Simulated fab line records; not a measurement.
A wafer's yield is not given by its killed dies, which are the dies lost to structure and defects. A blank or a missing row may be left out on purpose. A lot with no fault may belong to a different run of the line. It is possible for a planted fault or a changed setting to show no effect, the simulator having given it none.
Split-lot trial + flow n5-finfet + 21 wafers read across 7 lots, on a route 1938 steps long

== THE SPLIT ITSELF ==
At N5_MOL_CONTACT_COAG_VIA_ETCH_46 (etches SiO2 in C4F6/O2, target depth 46 nm, overetch 9.2 nm, time 40 s), the setting bias-w was moved away from the recipe's 455 W on 8 of the 21 wafers read, by -16.2% to +13.5%. For the rest of the wafers, this setting stayed at what the recipe calls for.

Reading taken at the split's own step.

== THE READING ==
rf-vpp-V, in V, at N5_MOL_CONTACT_COAG_VIA_ETCH_46 (etches SiO2 in C4F6/O2, target depth 46 nm, overetch 9.2 nm, time 40 s). A value of 1586 V with a standard deviation of 36 V is what fault-free wafers of this fab line usually give.

| wafer  | tool, chamber at the split | bias-w as run, W | against the recipe | rf-vpp-V, V | against lot-mates on the recipe |
|--------|----------------------------|------------------|--------------------|-------------|---------------------------------|
| L074.3 | rie-diel-01, 2             | 502.5            | +10.4%             | 1682        | +123                            |
| L074.5 | rie-diel-01, 1             | 502.5            | +10.4%             | 1712        | +153                            |
| L074.6 | rie-diel-01, 2             | 455              | recipe             | 1559        | -                               |
| L079.1 | rie-diel-06, 3             | 455              | recipe             | 1580        | -                               |
| L079.2 | rie-diel-06, 1             | 455              | recipe             | 1605        | -                               |
| L079.4 | rie-diel-06, 2             | 455              | recipe             | 1527        | -                               |
| L081.2 | rie-diel-06, 0             | 516.2            | +13.5%             | 1784        | +180                            |
| L081.4 | rie-diel-06, 1             | 455              | recipe             | 1604        | -                               |
| L081.6 | rie-diel-06, 2             | 516.2            | +13.5%             | 1678        | +74                             |
| L082.2 | rie-diel-06, 1             | 455              | recipe             | 1604        | -                               |
| L082.3 | rie-diel-06, 3             | 455              | recipe             | 1580        | -                               |
| L082.6 | rie-diel-06, 3             | 455              | recipe             | 1579        | -                               |
| L084.2 | rie-diel-06, 2             | 381.5            | -16.2%             | 1337        | -265                            |
| L084.4 | rie-diel-06, 2             | 381.5            | -16.2%             | 1336        | -266                            |
| L084.5 | rie-diel-06, 1             | 455              | recipe             | 1602        | -                               |
| L086.2 | rie-diel-06, 2             | 475.5            | +4.5%              | 1579        | -12                             |
| L086.4 | rie-diel-06, 3             | 455              | recipe             | 1577        | -                               |
| L086.6 | rie-diel-06, 1             | 455              | recipe             | 1604        | -                               |
| L096.1 | rie-diel-06, 0             | 455              | recipe             | 1625        | -                               |
| L096.4 | rie-diel-06, 0             | 488              | +7.3%              | 1712        | +112                            |
| L096.5 | rie-diel-06, 3             | 455              | recipe             | 1576        | -                               |

FIT RESULTS
A straight line over all 21 wafers: rf-vpp-V changes by +13.2 V for each +1% of bias-w; r = +0.95; the points scatter about the line by 35 V.
The same after taking each lot's own level away (the mean of its wafers on the recipe; 21 wafers): +13.6 V for each +1%; r = +0.95; scatter 35 V.
Per that fit: largest bias-w move, reading shift of 2.2e+02 V.
The lots' own levels span 1559.0 to 1604.0 V, that is 1.2 times the standard deviation above.
So the lot-to-lot level changes the slope little: the two slopes agree.
Check: with one of the wafers moved furthest among these (-16.2%) left out of the fit, the line predicts -218 V for it against its lot-mates. Against them it came out at -265 V.
Tool readings at the split's step, against how far the setting was moved: rf-vpp-V r = +0.95.

== ADDITIONAL SPLITS CARRIED BY THESE WAFERS ==
Other splits were also applied to these wafers ahead of the reading. Each is held against what the fit with the lots' levels taken away leaves over:
| other split on the same wafers        | wafers away from the commonest value | r with rf-vpp-V (lot level and that fit taken away) |
|---------------------------------------|--------------------------------------|-----------------------------------------------------|
| N5_FIN_SAQP_PEB_14 peb-time-s         | 8                                    | -0.01                                               |
| N5_FIN_CUT_ETCH_21 time-s             | 2                                    | -0.32                                               |
| N5_STI_FIN_REVEAL_ETCHBACK_08 time-s  | 7                                    | +0.11                                               |
| N5_STI_FIN_REVEAL_OXIDATION_31 time-s | 11                                   | -0.04                                               |
| N5_SD_EPI_N_PEB_07 peb-time-s         | 3                                    | -0.17                                               |
| N5_GATE_CUT_ALD_22 ald-cycles         | 6                                    | +0.11                                               |

== FILE'S OWN FIT ==
rf-vpp-V changes by +13.2 V for each +1% of bias-w, r = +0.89.
